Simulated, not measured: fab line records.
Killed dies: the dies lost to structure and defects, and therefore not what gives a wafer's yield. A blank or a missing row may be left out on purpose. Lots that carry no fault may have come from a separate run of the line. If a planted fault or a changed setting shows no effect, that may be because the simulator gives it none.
Shared-tool check / flow n5 finfet / Lots sampled 10, wafers sampled 30

REASON IT WAS OPENED
N5_BEOL_M2_OVL_MEAS_12, reading M2_OVL: flagged on 2 of 10 lots. Wafers without a fault read -0.1 nm, standard deviation 0.64.
Rule: a lot is flagged in two cases, either no wafer of it has a number, or all its wafers with numbers fall more than 4 standard deviations from that mean. All remaining lots are regarded as sound.

lot=L160; measured=day 6 21:16; on=overlay-01; M2_OVL (nm), wafer by wafer=-0.1 0.0 -0.4; flag=
lot=L161; measured=day 7 09:53; on=overlay-02; M2_OVL (nm), wafer by wafer=-0.2 -0.2 0.5; flag=
lot=L164; measured=day 7 11:07; on=overlay-01; M2_OVL (nm), wafer by wafer=-0.5 -0.4 -1.4; flag=
lot=L165; measured=day 8 00:23; on=overlay-02; M2_OVL (nm), wafer by wafer=0.3 0.1 0.5; flag=
lot=L167; measured=day 8 05:47; on=overlay-01; M2_OVL (nm), wafer by wafer=0.4 1.0 0.0; flag=
lot=L173; measured=day 10 02:38; on=overlay-01; M2_OVL (nm), wafer by wafer=0.2 0.3 0.5; flag=
lot=L175; measured=day 10 12:16; on=overlay-02; M2_OVL (nm), wafer by wafer=0.0 -0.2 0.0; flag=
lot=L177; measured=day 10 19:15; on=overlay-01; M2_OVL (nm), wafer by wafer=4.4 3.8 5.5; flag=FLAGGED
lot=L178; measured=day 11 05:59; on=overlay-02; M2_OVL (nm), wafer by wafer=3.8 3.2 3.4; flag=FLAGGED
lot=L181; measured=day 11 22:06; on=overlay-01; M2_OVL (nm), wafer by wafer=0.6 0.0 0.4; flag=
The mean of the flagged lots' numbers is 4.0 nm, +4.1 nm from the usual (+6 standard deviations).

LOT BY LOT: THE TOOL USED
The record holds 2 process steps before the reading, out of a route of 1938 steps. Read each cell as the tool, then ch plus the chambers that the sampled wafers visited, then the start.
lot=L160; flag=; N5_BEOL_M1_CO_CAP_55=cvd co-02 ch 0,1,2, day 6 19:16; N5_BEOL_M2_EXPOSE_08=euv scanner-02 ch 0, day 6 21:07
lot=L161; flag=; N5_BEOL_M1_CO_CAP_55=cvd co-01 ch 0,2, day 7 07:07; N5_BEOL_M2_EXPOSE_08=euv scanner-02 ch 0, day 7 09:43
lot=L164; flag=; N5_BEOL_M1_CO_CAP_55=cvd co-02 ch 0,1,2, day 7 10:07; N5_BEOL_M2_EXPOSE_08=euv scanner-01 ch 0, day 7 10:57
lot=L165; flag=; N5_BEOL_M1_CO_CAP_55=cvd co-01 ch 0,1, day 7 20:59; N5_BEOL_M2_EXPOSE_08=euv scanner-01 ch 0, day 8 00:13
lot=L167; flag=; N5_BEOL_M1_CO_CAP_55=cvd co-01 ch 0,1, day 8 04:03; N5_BEOL_M2_EXPOSE_08=euv scanner-01 ch 0, day 8 05:38
lot=L173; flag=; N5_BEOL_M1_CO_CAP_55=cvd co-02 ch 0,1,2, day 10 01:18; N5_BEOL_M2_EXPOSE_08=euv scanner-02 ch 0, day 10 02:28
lot=L175; flag=; N5_BEOL_M1_CO_CAP_55=cvd co-01 ch 0,2, day 10 11:14; N5_BEOL_M2_EXPOSE_08=euv scanner-02 ch 0, day 10 12:07
lot=L177; flag=FLAGGED; N5_BEOL_M1_CO_CAP_55=cvd co-02 ch 0,1, day 10 18:16; N5_BEOL_M2_EXPOSE_08=euv scanner-02 ch 0, day 10 19:05
lot=L178; flag=FLAGGED; N5_BEOL_M1_CO_CAP_55=cvd co-01 ch 0,2, day 11 04:43; N5_BEOL_M2_EXPOSE_08=euv scanner-02 ch 0, day 11 05:49
lot=L181; flag=; N5_BEOL_M1_CO_CAP_55=cvd co-01 ch 0,2, day 11 16:42; N5_BEOL_M2_EXPOSE_08=euv scanner-01 ch 0, day 11 21:56
What these steps do:
- N5_BEOL_M1_CO_CAP_55: material Co, precursor CCTBA/H2, target thk 2 nm, time 102.1 s.
- N5_BEOL_M2_EXPOSE_08: exposes mask M2.
- N5_BEOL_M2_OVL_MEAS_12

FLAGGED OVER TOTAL, TOOL BY TOOL (the gauges that took the reading come last)
step=N5_BEOL_M1_CO_CAP_55; tool=cvd co-01; lots run=6; flagged=1; share of the flagged lots=some; sound lots run after its first flagged lot=1 (L181)
step=N5_BEOL_M1_CO_CAP_55; tool=cvd co-02; lots run=4; flagged=1; share of the flagged lots=some; sound lots run after its first flagged lot=0
step=N5_BEOL_M2_EXPOSE_08; tool=euv scanner-01; lots run=4; flagged=0; share of the flagged lots=none; sound lots run after its first flagged lot=-
step=N5_BEOL_M2_EXPOSE_08; tool=euv scanner-02; lots run=6; flagged=2; share of the flagged lots=all; sound lots run after its first flagged lot=0
step=N5_BEOL_M2_OVL_MEAS_12; tool=overlay-01; lots run=6; flagged=1; share of the flagged lots=some; sound lots run after its first flagged lot=1 (L181)
step=N5_BEOL_M2_OVL_MEAS_12; tool=overlay-02; lots run=4; flagged=1; share of the flagged lots=some; sound lots run after its first flagged lot=0

WHAT THE TABLE ALLOWS
Rows of the table that ran each flagged lot: 1, that is euv scanner-02 at N5_BEOL_M2_EXPOSE_08.
- euv scanner-02 at N5_BEOL_M2_EXPOSE_08 ran 6 lots, 2 of them flagged. A fault beginning between L175 (day 10 12:07), its last sound lot, and L177 (day 10 19:05), its first flagged one, fits the data.
euv scanner-02 at N5_BEOL_M2_EXPOSE_08 is the single tool remaining.

WHAT THE SIMULATOR HAD PUT IN
Scanner matching overlay: euv scanner-02, from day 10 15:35 on, at N5_BEOL_M2_EXPOSE_08. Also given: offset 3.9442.
Struck lots among those shown: L177, L178. Same finding as the rule above.
